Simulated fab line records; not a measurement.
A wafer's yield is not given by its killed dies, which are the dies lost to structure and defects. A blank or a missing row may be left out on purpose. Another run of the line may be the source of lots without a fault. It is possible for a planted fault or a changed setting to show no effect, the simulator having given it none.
Which of the tools did it? / flow nandHarc / 13 lots with 38 wafers sampled at 5 steps, on a route of 1302 steps

## WHAT EACH GAUGE READ, for each wafer
NHARC_A_DECK1_JOINT_THK_MEAS_17: measures by ellipsometry.
lot=L435; measured=day 12 15:29; on=filmMetro-01; thkNm (nm)=44.6 45.0 45.9
lot=L436; measured=day 12 20:19; on=filmMetro-02; thkNm (nm)=44.1 45.1 47.3
lot=L439; measured=day 14 00:31; on=filmMetro-02; thkNm (nm)=46.1 44.1 44.9
lot=L442; measured=day 14 18:09; on=filmMetro-01; thkNm (nm)=44.1 43.6 45.2
lot=L441; measured=day 14 23:42; on=filmMetro-01; thkNm (nm)=45.9 46.2 47.9
lot=L443; measured=day 15 20:05; on=filmMetro-02; thkNm (nm)=44.7 46.0 43.3
lot=L446; measured=day 17 14:13; on=filmMetro-01; thkNm (nm)=46.1 45.6 46.6
lot=L447; measured=day 17 13:05; on=filmMetro-01; thkNm (nm)=45.0 45.6 45.4
lot=L448; measured=day 18 00:19; on=filmMetro-01; thkNm (nm)=43.6 46.3 46.3
lot=L450; measured=day 18 13:32; on=filmMetro-01; thkNm (nm)=31.8 44.4 46.3
lot=L451; measured=day 19 03:23; on=filmMetro-02; thkNm (nm)=31.1 46.2
lot=L452; measured=day 19 03:13; on=filmMetro-02; thkNm (nm)=28.9 46.3 47.0
lot=L458; measured=day 22 04:16; on=filmMetro-01; thkNm (nm)=46.6 46.4 47.1

NHARC_A_ONON_D2_THK_MEAS_24: measures by ellipsometry.
lot=L435; measured=day 13 03:15; on=filmMetro-02; thkNm (nm)=1001 1002 1002
lot=L436; measured=day 13 08:07; on=filmMetro-01; thkNm (nm)=1003 1006 1004
lot=L439; measured=day 14 10:24; on=filmMetro-02; thkNm (nm)=975 975 975
lot=L442; measured=day 15 08:20; on=filmMetro-02; thkNm (nm)=997 997 999
lot=L441; measured=day 15 08:20; on=filmMetro-01; thkNm (nm)=986 985 985
lot=L443; measured=day 16 07:32; on=filmMetro-01; thkNm (nm)=1012 1014 1011
lot=L446; measured=day 18 00:25; on=filmMetro-01; thkNm (nm)=996 998 995
lot=L447; measured=day 18 00:25; on=filmMetro-02; thkNm (nm)=1007 1006 1006
lot=L448; measured=day 18 15:23; on=filmMetro-01; thkNm (nm)=1006 1008 1007
lot=L450; measured=day 19 00:59; on=filmMetro-02; thkNm (nm)=988 987 989
lot=L451; measured=day 19 14:39; on=filmMetro-02; thkNm (nm)=1009 1005
lot=L452; measured=day 19 14:37; on=filmMetro-02; thkNm (nm)=1008 1011 1009
lot=L458; measured=day 22 15:37; on=filmMetro-01; thkNm (nm)=1006 1005 1007

## WHAT TOOL EACH LOT RAN ON (gives the tool, then ch and the chambers of the sampled wafers, and finally the start)
lot=L435; NHARC_A_CHANNEL_HOLE_D1_XSEM_31=xsem-02 ch 0, day 8 20:26; NHARC_A_DECK1_JOINT_ETCHBACK_07=rieSi-01 ch 2,3, day 10 22:48; NHARC_A_DECK1_JOINT_DEP_16=pecvd-01 ch 0,2, day 12 15:16
lot=L436; NHARC_A_CHANNEL_HOLE_D1_XSEM_31=xsem-02 ch 0, day 9 07:29; NHARC_A_DECK1_JOINT_ETCHBACK_07=rieSi-02 ch 0,1,2, day 11 08:19; NHARC_A_DECK1_JOINT_DEP_16=pecvd-04 ch 0,2, day 12 20:02
lot=L439; NHARC_A_CHANNEL_HOLE_D1_XSEM_31=xsem-01 ch 0, day 10 13:07; NHARC_A_DECK1_JOINT_ETCHBACK_07=rieSi-01 ch 0,1,2, day 12 12:11; NHARC_A_DECK1_JOINT_DEP_16=pecvd-03 ch 0,1,2, day 14 00:13
lot=L442; NHARC_A_CHANNEL_HOLE_D1_XSEM_31=xsem-02 ch 0, day 11 08:33; NHARC_A_DECK1_JOINT_ETCHBACK_07=rieSi-06 ch 0,1,2, day 13 08:45; NHARC_A_DECK1_JOINT_DEP_16=pecvd-03 ch 0,1,2, day 14 17:53
lot=L441; NHARC_A_CHANNEL_HOLE_D1_XSEM_31=xsem-01 ch 0, day 11 12:44; NHARC_A_DECK1_JOINT_ETCHBACK_07=rieSi-06 ch 0,1,2, day 13 14:38; NHARC_A_DECK1_JOINT_DEP_16=pecvd-03 ch 0,1,2, day 14 23:29
lot=L443; NHARC_A_CHANNEL_HOLE_D1_XSEM_31=xsem-01 ch 0, day 12 07:23; NHARC_A_DECK1_JOINT_ETCHBACK_07=rieSi-06 ch 0,3, day 14 10:05; NHARC_A_DECK1_JOINT_DEP_16=pecvd-03 ch 0,1,2, day 15 19:52
lot=L446; NHARC_A_CHANNEL_HOLE_D1_XSEM_31=xsem-01 ch 0, day 13 18:17; NHARC_A_DECK1_JOINT_ETCHBACK_07=rieSi-01 ch 2,3, day 15 19:41; NHARC_A_DECK1_JOINT_DEP_16=pecvd-03 ch 0,1, day 17 13:56
lot=L447; NHARC_A_CHANNEL_HOLE_D1_XSEM_31=xsem-01 ch 0, day 14 03:21; NHARC_A_DECK1_JOINT_ETCHBACK_07=rieSi-02 ch 0,3, day 16 03:26; NHARC_A_DECK1_JOINT_DEP_16=pecvd-04 ch 0,1,2, day 17 12:49
lot=L448; NHARC_A_CHANNEL_HOLE_D1_XSEM_31=xsem-02 ch 0, day 14 09:21; NHARC_A_DECK1_JOINT_ETCHBACK_07=rieSi-06 ch 0,2,3, day 16 13:14; NHARC_A_DECK1_JOINT_DEP_16=pecvd-04 ch 0,1, day 18 00:02
lot=L450; NHARC_A_CHANNEL_HOLE_D1_XSEM_31=xsem-01 ch 0, day 15 07:06; NHARC_A_DECK1_JOINT_ETCHBACK_07=rieSi-01 ch 0,1,3, day 17 05:35; NHARC_A_DECK1_JOINT_DEP_16=pecvd-03 ch 0,1, day 18 13:17
lot=L451; NHARC_A_CHANNEL_HOLE_D1_XSEM_31=xsem-01 ch 0, day 15 16:41; NHARC_A_DECK1_JOINT_ETCHBACK_07=rieSi-01 ch 0,3, day 17 17:35; NHARC_A_DECK1_JOINT_DEP_16=pecvd-03 ch 0,1, day 19 03:07
lot=L452; NHARC_A_CHANNEL_HOLE_D1_XSEM_31=xsem-02 ch 0, day 15 20:19; NHARC_A_DECK1_JOINT_ETCHBACK_07=rieSi-06 ch 1,2,3, day 17 21:07; NHARC_A_DECK1_JOINT_DEP_16=pecvd-03 ch 1,2, day 19 02:56
lot=L458; NHARC_A_CHANNEL_HOLE_D1_XSEM_31=xsem-02 ch 0, day 18 12:53; NHARC_A_DECK1_JOINT_ETCHBACK_07=rieSi-06 ch 1,2,3, day 20 13:10; NHARC_A_DECK1_JOINT_DEP_16=pecvd-04 ch 0,1,2, day 22 03:59
- NHARC_A_CHANNEL_HOLE_D1_XSEM_31
- NHARC_A_DECK1_JOINT_ETCHBACK_07: etches the open film in HBr, target depth 105 nm, time 26.9 s.
- NHARC_A_DECK1_JOINT_DEP_16: deposits SiO2, target thk 45 nm.

## AS READ BY THE TOOLS THEMSELVES (means over the sampled wafers that have a number; for cases with no such wafer, the mark the record gives instead)
NHARC_A_CHANNEL_HOLE_D1_XSEM_31.
lot=L435; tool=xsem-02; botCdNm (nm)=74.9; bowNm (nm)=8.64; tiltDeg (degrees)=0.09
lot=L436; tool=xsem-02; botCdNm (nm)=73.1; bowNm (nm)=8.21; tiltDeg (degrees)=0.13
lot=L439; tool=xsem-01; botCdNm (nm)=74.7; bowNm (nm)=8.41; tiltDeg (degrees)=0.07
lot=L442; tool=xsem-02; botCdNm (nm)=76.8; bowNm (nm)=9.06; tiltDeg (degrees)=0.03
lot=L441; tool=xsem-01; botCdNm (nm)=76.4; bowNm (nm)=8.68; tiltDeg (degrees)=0.12
lot=L443; tool=xsem-01; botCdNm (nm)=74.0; bowNm (nm)=8.84; tiltDeg (degrees)=0.03
lot=L446; tool=xsem-01; botCdNm (nm)=75.4; bowNm (nm)=8.35; tiltDeg (degrees)=0.13
lot=L447; tool=xsem-01; botCdNm (nm)=75.0; bowNm (nm)=8.30; tiltDeg (degrees)=0.08
lot=L448; tool=xsem-02; botCdNm (nm)=74.7; bowNm (nm)=9.00; tiltDeg (degrees)=0.07
lot=L450; tool=xsem-01; botCdNm (nm)=73.2; bowNm (nm)=8.69; tiltDeg (degrees)=0.04
lot=L451; tool=xsem-01; botCdNm (nm)=76.2; bowNm (nm)=8.98; tiltDeg (degrees)=0.04
lot=L452; tool=xsem-02; botCdNm (nm)=73.2; bowNm (nm)=8.60; tiltDeg (degrees)=0.10
lot=L458; tool=xsem-02; botCdNm (nm)=73.4; bowNm (nm)=8.52; tiltDeg (degrees)=0.01

NHARC_A_DECK1_JOINT_ETCHBACK_07.
lot=L435; tool=rieSi-01; drypumpMotorCurrentA (A)=6.1; hbrFlowSccm (sccm)=150.2; oesProductAu (a.u.)=1.006; throttleValvePct (%)=23.269
lot=L436; tool=rieSi-02; drypumpMotorCurrentA (A)=5.5; hbrFlowSccm (sccm)=150.1; oesProductAu (a.u.)=1.005; throttleValvePct (%)=23.269
lot=L439; tool=rieSi-01; drypumpMotorCurrentA (A)=5.9; hbrFlowSccm (sccm)=150.1; oesProductAu (a.u.)=0.995; throttleValvePct (%)=23.272
lot=L442; tool=rieSi-06; drypumpMotorCurrentA (A)=5.7; hbrFlowSccm (sccm)=150.3; oesProductAu (a.u.)=1.009; throttleValvePct (%)=23.267
lot=L441; tool=rieSi-06; drypumpMotorCurrentA (A)=5.7; hbrFlowSccm (sccm)=149.9; oesProductAu (a.u.)=1.005; throttleValvePct (%)=23.264
lot=L443; tool=rieSi-06; drypumpMotorCurrentA (A)=5.9; hbrFlowSccm (sccm)=150.0; oesProductAu (a.u.)=0.995; throttleValvePct (%)=23.270
lot=L446; tool=rieSi-01; drypumpMotorCurrentA (A)=6.1; hbrFlowSccm (sccm)=150.0; oesProductAu (a.u.)=1.008; throttleValvePct (%)=23.274
lot=L447; tool=rieSi-02; drypumpMotorCurrentA (A)=6.0; hbrFlowSccm (sccm)=150.1; oesProductAu (a.u.)=1.012; throttleValvePct (%)=23.268
lot=L448; tool=rieSi-06; drypumpMotorCurrentA (A)=5.8; hbrFlowSccm (sccm)=150.1; oesProductAu (a.u.)=1.009; throttleValvePct (%)=23.262
lot=L450; tool=rieSi-01; drypumpMotorCurrentA (A)=5.8; hbrFlowSccm (sccm)=150.0; oesProductAu (a.u.)=1.006; throttleValvePct (%)=23.261
lot=L451; tool=rieSi-01; drypumpMotorCurrentA (A)=6.0; hbrFlowSccm (sccm)=149.9; oesProductAu (a.u.)=1.015; throttleValvePct (%)=23.278
lot=L452; tool=rieSi-06; drypumpMotorCurrentA (A)=5.7; hbrFlowSccm (sccm)=150.1; oesProductAu (a.u.)=1.003; throttleValvePct (%)=23.272
lot=L458; tool=rieSi-06; drypumpMotorCurrentA (A)=5.7; hbrFlowSccm (sccm)=150.0; oesProductAu (a.u.)=1.005; throttleValvePct (%)=23.260

NHARC_A_DECK1_JOINT_DEP_16.
lot=L435; tool=pecvd-01; heaterPowerW (W)=589; throttleValvePct (%)=16.1
lot=L436; tool=pecvd-04; heaterPowerW (W)=551; throttleValvePct (%)=16.0
lot=L439; tool=pecvd-03; heaterPowerW (W)=579; throttleValvePct (%)=15.8
lot=L442; tool=pecvd-03; heaterPowerW (W)=573; throttleValvePct (%)=15.6
lot=L441; tool=pecvd-03; heaterPowerW (W)=567; throttleValvePct (%)=15.7
lot=L443; tool=pecvd-03; heaterPowerW (W)=580; throttleValvePct (%)=15.8
lot=L446; tool=pecvd-03; heaterPowerW (W)=666; throttleValvePct (%)=15.7
lot=L447; tool=pecvd-04; heaterPowerW (W)=595; throttleValvePct (%)=16.2
lot=L448; tool=pecvd-04; heaterPowerW (W)=562; throttleValvePct (%)=16.4
lot=L450; tool=pecvd-03; heaterPowerW (W)=733; throttleValvePct (%)=15.5
lot=L451; tool=pecvd-03; heaterPowerW (W)=656; throttleValvePct (%)=15.9
lot=L452; tool=pecvd-03; heaterPowerW (W)=684; throttleValvePct (%)=15.4
lot=L458; tool=pecvd-04; heaterPowerW (W)=590; throttleValvePct (%)=16.4

## THE ANSWER, worked out from the rows above alone
Rule: the usual values come from the lots themselves. The widest of any qualifying gaps counts: lots, ordered by their means at a reading, are off when they make up no more than a third of the lots, leave a main group of 4 or more, and stand apart from it by 3 or more times the standard deviation of that group's means. A main group is skipped when, at the precision printed for the reading in the tables above, its means are all equal. Also off: a lot with no number at a reading for which 4 or more lots have one. The other lots that the step has rows for count as sound. First the gauges in route order, then the tools' own readings, where a lot's mean is used as printed above. At the first step where some lot is off, the reading lying furthest off is the one used; lots without a number count as furthest.
Off at NHARC_A_DECK1_JOINT_THK_MEAS_17 (thkNm): L450, L451, L452. Main group: mean 45.5 nm, sd 0.75.
If a tool, at a process step before that reading, ran all the lots that are off and no sound lot after the first of them, it fits. Not tried: the gauges at NHARC_A_DECK1_JOINT_THK_MEAS_17; whatever is off there is also off at NHARC_A_DECK1_JOINT_DEP_16, on other tools, and gauge error can't account for it. One fits: pecvd-03 at NHARC_A_DECK1_JOINT_DEP_16. A fault onset in the window from L446 (day 17 13:56, its last sound lot) to L450 (day 18 13:17, its first lot off) fits.

## WHAT WAS PUT IN BY THE SIMULATOR
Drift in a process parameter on pecvd-03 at NHARC_A_DECK1_JOINT_DEP_16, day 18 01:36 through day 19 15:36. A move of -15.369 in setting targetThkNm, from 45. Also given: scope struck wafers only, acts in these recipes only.
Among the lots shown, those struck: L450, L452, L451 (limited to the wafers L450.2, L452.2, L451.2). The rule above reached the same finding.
